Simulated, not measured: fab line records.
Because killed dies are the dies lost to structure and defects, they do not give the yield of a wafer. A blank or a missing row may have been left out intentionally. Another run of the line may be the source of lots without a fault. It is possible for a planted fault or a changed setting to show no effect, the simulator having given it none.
Which tool was responsible? -- flow nand harc -- Sampling: 23 lots, 69 wafers, 6 of 1302 route steps

WHAT EACH GAUGE READ, for each wafer
Not one reading of a measure or inspect step in the record can be checked against a usual standard deviation.

TOOL THAT RAN EACH LOT (tool first, then ch and the chambers of the sampled wafers, then the start)
lot,NHARC_A_STAIRCASE_TRIM_200,NHARC_A_STAIRCASE_TRIM_226,NHARC_A_STAIRCASE_TRIM_229,NHARC_A_STAIRCASE_ETCH_230,NHARC_A_STAIRCASE_ETCH_236,NHARC_A_STAIRCASE_ETCH_294
L074,"rie diel-11 ch 2,3, day 16 00:35 or earlier","rie diel-02 ch 1,3, day 16 00:35 or earlier","rie diel-11 ch 0,1,3, day 16 00:35","rie diel-11 ch 0,1, no start","rie diel-11 ch 0,1,2, no start","rie diel-02 ch 0,1,3, no start"
L075,"rie diel-02 ch 0,1,2, day 16 18:59 or earlier","rie diel-04 ch 0,1,2, day 16 18:59 or earlier","rie diel-04 ch 1,2,3, day 16 18:59","rie diel-04 ch 1,2,3, no start","rie diel-04 ch 0,1,2, no start","rie diel-11 ch 0,1,2, no start"
L076,"rie diel-04 ch 1,2, day 16 19:13 or earlier","rie diel-02 ch 2,3, day 16 19:13 or earlier","rie diel-02 ch 0,2,3, day 16 19:13","rie diel-02 ch 0,3, no start","rie diel-02 ch 2,3, no start","rie diel-04 ch 1,2, no start"
L077,"rie diel-11 ch 2,3, day 16 19:29 or earlier","rie diel-11 ch 0,1,3, day 16 19:29 or earlier","rie diel-11 ch 0,2,3, day 16 19:29","rie diel-11 ch 0,2, no start","rie diel-11 ch 0,2, no start","rie diel-04 ch 1,2, no start"
L078,"rie diel-04 ch 1,2,3, day 17 17:21 or earlier","rie diel-04 ch 0,1,2, day 17 17:21 or earlier","rie diel-04 ch 0,2, day 17 17:21","rie diel-04 ch 0,1,2, no start","rie diel-04 ch 2,3, no start","rie diel-02 ch 1,2,3, no start"
L079,"rie diel-02 ch 0,1, day 17 22:38 or earlier","rie diel-04 ch 1,2, day 17 22:38 or earlier","rie diel-04 ch 1,3, day 17 22:38","rie diel-04 ch 0,3, no start","rie diel-04 ch 0,2,3, no start","rie diel-02 ch 0,3, no start"
L080,"rie diel-04 ch 0,2,3, day 18 16:12 or earlier","rie diel-11 ch 1,2,3, day 18 16:12 or earlier","rie diel-04 ch 0,1,3, day 18 16:12","rie diel-04 ch 0,1, no start","rie diel-04 ch 2,3, no start","rie diel-02 ch 1,2, no start"
L081,"rie diel-04 ch 0,1,2, day 18 17:25 or earlier","rie diel-04 ch 1,2,3, day 18 17:25 or earlier","rie diel-04 ch 1,2, day 18 17:25","rie diel-04 ch 0,3, no start","rie diel-04 ch 1,2,3, no start","rie diel-04 ch 0,2,3, no start"
L082,"rie diel-04 ch 0,1, day 19 09:13 or earlier","rie diel-04 ch 0,3, day 19 09:13 or earlier","rie diel-02 ch 0,1, day 19 09:13","rie diel-02 ch 0,1,2, no start","rie diel-02 ch 0,1,2, no start","rie diel-11 ch 0,2,3, no start"
L084,"rie diel-02 ch 0,1,3, day 20 04:46 or earlier","rie diel-11 ch 2,3, day 20 04:46 or earlier","rie diel-11 ch 0,1,2, day 20 04:46","rie diel-11 ch 0,1,3, no start","rie diel-11 ch 0,1,2, no start","rie diel-04 ch 2,3, no start"
L083,"rie diel-02 ch 0,2,3, day 20 07:52 or earlier","rie diel-02 ch 0,2, day 20 07:52 or earlier","rie diel-02 ch 1,2, day 20 07:52","rie diel-02 ch 0,1,3, no start","rie diel-02 ch 0,1,3, no start","rie diel-11 ch 2,3, no start"
L085,"rie diel-04 ch 0,3, day 20 18:39 or earlier","rie diel-02 ch 0,2,3, day 20 18:39 or earlier","rie diel-04 ch 1,2, day 20 18:39","rie diel-04 ch 1,2, no start","rie diel-04 ch 1,2,3, no start","rie diel-02 ch 0,2, no start"
L086,"rie diel-11 ch 1,3, day 20 22:56 or earlier","rie diel-04 ch 1,3, day 20 22:56 or earlier","rie diel-02 ch 0,1,2, day 20 22:56","rie diel-02 ch 1,2,3, no start","rie diel-02 ch 0,2,3, no start","rie diel-11 ch 0,2, no start"
L087,"rie diel-02 ch 0,2,3, day 21 05:41 or earlier","rie diel-11 ch 1,2,3, day 21 05:41 or earlier","rie diel-04 ch 1,2, day 21 05:41","rie diel-04 ch 1,2, no start","rie diel-04 ch 0,1, no start","rie diel-04 ch 1,2, no start"
L088,"rie diel-11 ch 0,1, day 22 01:43 or earlier","rie diel-04 ch 0,3, day 22 01:43 or earlier","rie diel-11 ch 0,1, day 22 01:43","rie diel-11 ch 0,1,2, no start","rie diel-11 ch 1,2, no start","rie diel-04 ch 1,3, no start"
L089,"rie diel-04 ch 1,2,3, day 22 02:37 or earlier","rie diel-04 ch 1,2,3, day 22 02:37 or earlier","rie diel-04 ch 0,1,3, day 22 02:37","rie diel-04 ch 1,2,3, no start","rie diel-04 ch 0,1,3, no start","rie diel-02 ch 0,1,3, no start"
L091,"rie diel-02 ch 0,1,2, day 22 17:55 or earlier","rie diel-02 ch 0,1,2, day 22 17:55 or earlier","rie diel-11 ch 0,1,3, day 22 17:55","rie diel-11 ch 0,1,3, no start","rie diel-11 ch 1,2,3, no start","rie diel-11 ch 0,2,3, no start"
L093,"rie diel-04 ch 0,2,3, day 23 22:20 or earlier","rie diel-11 ch 0,1,2, day 23 22:20 or earlier","rie diel-11 ch 0,2,3, day 23 22:20","rie diel-11 ch 1,2, no start","rie diel-11 ch 0,2, no start","rie diel-02 ch 0,1,2, no start"
L092,"rie diel-02 ch 1,2,3, day 23 22:38 or earlier","rie diel-11 ch 0,2,3, day 23 22:38 or earlier","rie diel-04 ch 0,1,2, day 23 22:38","rie diel-04 ch 0,1,3, no start","rie diel-04 ch 0,1,2, no start","rie diel-04 ch 0,1,3, no start"
L095,"rie diel-02 ch 1,2,3, day 24 08:56 or earlier","rie diel-02 ch 1,2,3, day 24 08:56 or earlier","rie diel-02 ch 0,1,2, day 24 08:56","rie diel-02 ch 0,1,2, no start","rie diel-02 ch 0,1,2, no start","rie diel-11 ch 1,2,3, no start"
L094,"rie diel-04 ch 0,1, day 25 05:32 or earlier","rie diel-04 ch 0,1, day 25 05:32 or earlier","rie diel-04 ch 0,1,3, day 25 05:32","rie diel-04 ch 2,3, no start","rie diel-04 ch 0,1, no start","rie diel-04 ch 1,2, no start"
L096,"rie diel-04 ch 0,1,2, day 25 20:11 or earlier","rie diel-11 ch 0,2,3, day 25 20:11 or earlier","rie diel-04 ch 0,1,3, day 25 20:11","rie diel-04 ch 0,3, no start","rie diel-04 ch 0,1,3, no start","rie diel-02 ch 1,2, no start"
L097,"rie diel-02 ch 0,2, day 25 23:49 or earlier","rie diel-02 ch 0,1,3, day 25 23:49 or earlier","rie diel-02 ch 0,1, day 25 23:49","rie diel-02 ch 0,2,3, no start","rie diel-02 ch 1,2, no start","rie diel-02 ch 1,3, no start"
- NHARC_A_STAIRCASE_TRIM_200: chemistry O2, time 211.2 s.
- NHARC_A_STAIRCASE_TRIM_226: chemistry O2, time 211.2 s.
- NHARC_A_STAIRCASE_TRIM_229: chemistry O2, time 211.2 s.
- NHARC_A_STAIRCASE_ETCH_230: etches the open film in C4F8/O2, target depth 100 nm, time 40.5 s.
- NHARC_A_STAIRCASE_ETCH_236: etches the open film in C4F8/O2, target depth 100 nm, time 40.5 s.
- NHARC_A_STAIRCASE_ETCH_294: etches the open film in C4F8/O2/Ar, target depth 4989 nm, time 1211.6 s.

WHAT THE TOOLS THEMSELVES READ (means of the sampled wafers that have a number; where no wafer has one, the mark that the record gives instead)
NHARC_A_STAIRCASE_TRIM_200. Usual: drypump motor current A 5.6 A, standard deviation 0.31; o2 flow sccm 500.0 sccm, standard deviation 1.5; oes product au 1.002 a.u., standard deviation 0.007; rf vpp V 57.7 V, standard deviation 0.87; showerhead plenum p Torr 3.52 Torr, standard deviation 0.15; throttle valve pct 17.036 %, standard deviation 0.0088.
lot,tool,drypump motor current A (A),o2 flow sccm (sccm),oes product au (a.u.),rf vpp V (V),showerhead plenum p Torr (Torr),throttle valve pct (%),flag
L074,rie diel-11,5.8,501.8,1.005,58.1,3.41,17.042,
L075,rie diel-02,5.8,498.6,1.000,57.2,3.50,17.032,
L076,rie diel-04,5.9,500.7,0.997,58.1,3.62,17.036,
L077,rie diel-11,5.8,499.0,1.002,57.9,3.41,17.035,
L078,rie diel-04,5.6,500.1,0.997,58.3,3.57,17.037,
L079,rie diel-02,5.6,500.0,1.007,57.7,3.46,17.032,
L080,rie diel-04,5.5,500.5,1.001,57.7,3.57,17.030,
L081,rie diel-04,5.7,500.8,1.004,57.6,3.62,17.032,
L082,rie diel-04,5.6,499.0,0.996,58.9,3.64,17.043,
L084,rie diel-02,5.5,499.9,0.998,57.7,3.54,17.031,
L083,rie diel-02,5.6,500.1,0.999,57.0,3.43,17.032,
L085,rie diel-04,5.4,500.2,1.006,57.1,3.58,17.028,
L086,rie diel-11,5.7,499.0,0.998,58.3,3.48,17.037,
L087,rie diel-02,5.6,499.3,1.003,57.6,3.43,17.041,
L088,rie diel-11,5.6,499.2,1.002,57.0,3.36,17.038,
L089,rie diel-04,5.5,501.9,0.996,57.8,3.55,17.037,
L091,rie diel-02,5.8,500.0,1.000,57.7,3.48,17.033,
L093,rie diel-04,5.5,500.9,1.008,57.6,3.55,17.030,
L092,rie diel-02,5.7,499.1,1.006,57.4,3.57,17.035,
L095,rie diel-02,5.7,500.3,0.996,58.5,3.57,17.035,
L094,rie diel-04,5.7,500.1,1.002,58.4,3.60,17.036,
L096,rie diel-04,5.8,499.5,1.003,58.2,3.59,17.038,
L097,rie diel-02,5.7,500.6,1.004,57.8,3.32,17.029,

NHARC_A_STAIRCASE_TRIM_226. Usual: drypump motor current A 5.62 A, standard deviation 0.3; o2 flow sccm 500.2 sccm, standard deviation 1.4; oes product au 1.003 a.u., standard deviation 0.0078; rf vpp V 57.9 V, standard deviation 0.9; showerhead plenum p Torr 3.53 Torr, standard deviation 0.15; throttle valve pct 17.036 %, standard deviation 0.0093.
lot,tool,drypump motor current A (A),o2 flow sccm (sccm),oes product au (a.u.),rf vpp V (V),showerhead plenum p Torr (Torr),throttle valve pct (%),flag
L074,rie diel-02,5.43,500.7,0.994,58.1,3.66,17.040,
L075,rie diel-04,5.77,499.8,0.999,58.0,3.63,17.040,
L076,rie diel-02,5.75,500.9,1.007,58.5,3.49,17.040,
L077,rie diel-11,5.61,499.9,1.006,58.0,3.47,17.043,
L078,rie diel-04,5.77,500.3,1.002,57.7,3.63,17.031,
L079,rie diel-04,5.87,498.5,1.000,57.9,3.61,17.044,
L080,rie diel-11,5.76,500.0,1.005,57.1,3.44,17.023,
L081,rie diel-04,5.54,500.5,1.000,58.4,3.56,17.033,
L082,rie diel-04,5.40,499.1,1.002,58.2,3.58,17.026,
L084,rie diel-11,5.79,500.4,1.002,58.8,3.76,17.028,
L083,rie diel-02,5.89,499.8,1.008,57.2,3.37,17.043,
L085,rie diel-02,5.63,500.5,1.000,57.9,3.43,17.040,
L086,rie diel-04,5.22,499.4,1.003,58.7,3.50,17.032,
L087,rie diel-11,5.76,499.0,1.002,58.5,3.61,17.027,
L088,rie diel-04,5.16,500.1,1.009,57.8,3.51,17.037,
L089,rie diel-04,5.57,501.2,1.003,58.9,3.55,17.032,
L091,rie diel-02,5.82,500.6,0.991,57.6,3.48,17.034,
L093,rie diel-11,5.64,499.8,1.013,57.4,3.49,17.051,
L092,rie diel-11,5.63,501.6,1.010,58.0,3.57,17.035,
L095,rie diel-02,5.68,499.9,0.990,58.3,3.57,17.043,
L094,rie diel-04,5.64,499.6,1.003,58.5,3.61,17.033,
L096,rie diel-11,5.62,500.0,1.004,57.3,3.56,17.025,
L097,rie diel-02,5.55,500.6,1.003,58.2,3.52,17.031,

NHARC_A_STAIRCASE_TRIM_229. Usual: drypump motor current A 5.6 A, standard deviation 0.32; o2 flow sccm 500.1 sccm, standard deviation 1.5; oes product au 1.002 a.u., standard deviation 0.0079; rf vpp V 57.8 V, standard deviation 0.88; showerhead plenum p Torr 3.53 Torr, standard deviation 0.14; throttle valve pct 17.037 %, standard deviation 0.01.
lot,tool,drypump motor current A (A),o2 flow sccm (sccm),oes product au (a.u.),rf vpp V (V),showerhead plenum p Torr (Torr),throttle valve pct (%),flag
L074,rie diel-11,5.6,498.6,1.002,57.7,3.47,17.032,
L075,rie diel-04,5.6,500.5,0.999,58.1,3.57,17.028,
L076,rie diel-02,5.6,499.5,1.002,57.7,3.45,17.037,
L077,rie diel-11,5.6,501.5,1.006,58.4,3.42,17.040,
L078,rie diel-04,5.7,499.7,1.008,57.6,3.63,17.040,
L079,rie diel-04,5.2,499.9,1.011,59.1,3.52,17.045,
L080,rie diel-04,5.4,500.1,1.000,57.2,3.58,17.036,
L081,rie diel-04,5.9,501.4,0.996,56.9,3.61,17.034,
L082,rie diel-02,5.7,501.4,0.992,58.2,3.60,17.027,
L084,rie diel-11,5.6,500.5,1.006,57.4,3.51,17.037,
L083,rie diel-02,5.9,499.4,0.990,57.3,3.63,17.035,
L085,rie diel-04,5.9,500.8,1.000,57.2,3.60,17.040,
L086,rie diel-02,5.8,500.4,0.995,58.4,3.48,17.034,
L087,rie diel-04,5.9,499.4,0.993,57.9,3.59,17.038,
L088,rie diel-11,5.6,500.3,1.006,57.7,3.36,17.041,
L089,rie diel-04,5.4,499.0,1.003,57.5,3.56,17.034,
L091,rie diel-11,5.6,500.0,1.011,57.5,3.44,17.037,
L093,rie diel-11,5.6,500.3,1.001,57.3,3.57,17.050,
L092,rie diel-04,5.8,500.7,1.003,58.3,3.60,17.034,
L095,rie diel-02,5.8,499.8,0.999,57.8,3.47,17.029,
L094,rie diel-04,5.4,499.8,1.002,57.8,3.55,17.036,
L096,rie diel-04,5.4,500.8,1.008,58.0,3.54,17.035,
L097,rie diel-02,5.7,498.1,1.005,58.1,3.57,17.041,

NHARC_A_STAIRCASE_ETCH_230. Usual: oes product au 0.952 a.u., standard deviation 0.016; rf vpp V 896 V, standard deviation 5.5.
lot,tool,oes product au (a.u.),rf vpp V (V),flag
L074,rie diel-11,0.984,891,
L075,rie diel-04,0.947,898,
L076,rie diel-02,0.941,894,
L077,rie diel-11,0.938,887,
L078,rie diel-04,0.927,900,
L079,rie diel-04,0.956,898,
L080,rie diel-04,0.962,900,
L081,rie diel-04,0.948,895,
L082,rie diel-02,0.966,895,
L084,rie diel-11,0.945,893,
L083,rie diel-02,0.943,897,
L085,rie diel-04,0.960,898,
L086,rie diel-02,0.925,898,
L087,rie diel-04,0.972,899,
L088,rie diel-11,0.964,895,
L089,rie diel-04,0.941,897,
L091,rie diel-11,0.936,893,
L093,rie diel-11,0.943,900,
L092,rie diel-04,0.967,896,
L095,rie diel-02,0.949,894,
L094,rie diel-04,0.952,896,
L096,rie diel-04,0.978,895,
L097,rie diel-02,0.947,892,

NHARC_A_STAIRCASE_ETCH_236. Usual: oes product au 0.946 a.u., standard deviation 0.0085; rf vpp V 896 V, standard deviation 5.5.
lot,tool,oes product au (a.u.),rf vpp V (V),flag
L074,rie diel-11,0.942,888,
L075,rie diel-04,0.941,900,
L076,rie diel-02,0.946,894,
L077,rie diel-11,0.952,887,
L078,rie diel-04,0.942,897,
L079,rie diel-04,0.942,897,
L080,rie diel-04,0.953,898,
L081,rie diel-04,0.948,898,
L082,rie diel-02,0.943,895,
L084,rie diel-11,0.944,896,
L083,rie diel-02,0.940,897,
L085,rie diel-04,0.937,896,
L086,rie diel-02,0.938,891,
L087,rie diel-04,0.948,899,
L088,rie diel-11,0.949,896,
L089,rie diel-04,0.942,898,
L091,rie diel-11,0.943,898,
L093,rie diel-11,0.946,894,
L092,rie diel-04,0.950,898,
L095,rie diel-02,0.942,894,
L094,rie diel-04,0.953,899,
L096,rie diel-04,0.954,896,
L097,rie diel-02,0.951,899,

NHARC_A_STAIRCASE_ETCH_294. Usual: oes product au 0.934 a.u., standard deviation 0.0092; rf vpp V 1827 V, standard deviation 12.
lot,tool,oes product au (a.u.),rf vpp V (V),flag
L074,rie diel-02,0.932,1829,
L075,rie diel-11,0.938,1811,
L076,rie diel-04,0.920,1834,
L077,rie diel-04,0.924,1834,
L078,rie diel-02,0.933,1831,
L079,rie diel-02,0.944,1825,
L080,rie diel-02,0.929,1835,
L081,rie diel-04,0.939,1830,
L082,rie diel-11,0.938,1831,
L084,rie diel-04,0.924,1824,
L083,rie diel-11,0.932,1839,
L085,rie diel-02,0.945,1815,
L086,rie diel-11,0.923,1835,
L087,rie diel-04,0.948,1832,
L088,rie diel-04,0.933,1828,
L089,rie diel-02,0.936,1827,
L091,rie diel-11,0.934,1830,
L093,rie diel-02,0.922,1822,
L092,rie diel-04,0.937,1829,
L095,rie diel-11,0.932,1832,
L094,rie diel-04,0.933,1830,
L096,rie diel-02,0.931,1832,
L097,rie diel-02,0.924,1835,

THE ANSWER, worked out from the rows above alone
Rule: lot off if the mean of its wafers having a number is beyond 3 standard deviations from the usual mean. Also off: a lot with no number at a reading for which 4 or more lots have one. Where the step has rows for the other lots, those lots are counted as sound. First the gauges in route order, then the tools' own readings, where a lot's mean is used as printed above. At the first step where some lot is off, the reading lying furthest off is the one used; lots without a number count as furthest.
No lot is off at any reading shown: from this, nothing can be told.

WHAT THE SIMULATOR HAD INSERTED
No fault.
